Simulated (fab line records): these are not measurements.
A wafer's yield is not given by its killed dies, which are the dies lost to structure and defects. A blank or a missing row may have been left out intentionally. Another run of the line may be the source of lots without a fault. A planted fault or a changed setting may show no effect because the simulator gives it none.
Matching of chambers | flow n5 finfet | N5_BEOL_M4_PECVD_72 on pecvd-02: 3 sister chambers
The step deposits SiO2 from TEOS/O2, target thk 16 nm, time 18 s. 6 wafers are shown with their chamber, then 10 later ones without.

## WAFERS, EACH WITH ITS CHAMBER
wafer  | chamber | showerhead plenum p Torr (Torr) | throttle valve pct (%)
L090.3 | 1       | 8.65                            | 24.0
L089.1 | 1       | 8.64                            | 24.1
L089.3 | 2       | 8.78                            | 19.6
L089.5 | 2       | 8.79                            | 19.6
L091.1 | 0       | 8.87                            | 22.1
L091.5 | 0       | 8.90                            | 22.2

## WAFERS WHOSE CHAMBER IS MISSING
wafer  | showerhead plenum p Torr (Torr) | throttle valve pct (%)
L091.6 | 8.63                            | 24.1
L096.1 | 8.83                            | 19.5
L096.3 | 8.89                            | 22.1
L096.5 | 8.64                            | 23.8
L095.3 | 8.78                            | 19.7
L095.5 | 8.80                            | 19.6
L095.6 | 8.87                            | 22.0
L097.2 | 8.64                            | 24.3
L097.3 | 8.86                            | 22.4
L097.4 | 8.88                            | 21.9

## CHAMBER TAKEN BY EACH
wafer  | from the rows above | in truth
L091.6 | 1                   | 1
L096.1 | 2                   | 2
L096.3 | 0                   | 0
L096.5 | 1                   | 1
L095.3 | 2                   | 2
L095.5 | 2                   | 2
L095.6 | 0                   | 0
L097.2 | 1                   | 1
L097.3 | 0                   | 0
L097.4 | 0                   | 0
10 of 10 placed correctly. Number that these rows cannot place: 0. 0 placed wrongly.
How it was worked out, from the rows above alone: a wafer's distance from a chamber is the root of the sum, over the readings, of the square of ((its reading less the chamber's mean) divided by the reading's scatter). If the next closest chamber is less than 2 further off than the closest, the wafer can't be placed; otherwise it belongs to the closest. Each chamber's mean is taken over the wafers shown for it. The scatter: take each reading less its chamber's mean, square it, sum over the shown wafers, divide by the number of wafers less the number of chambers, and take the root.
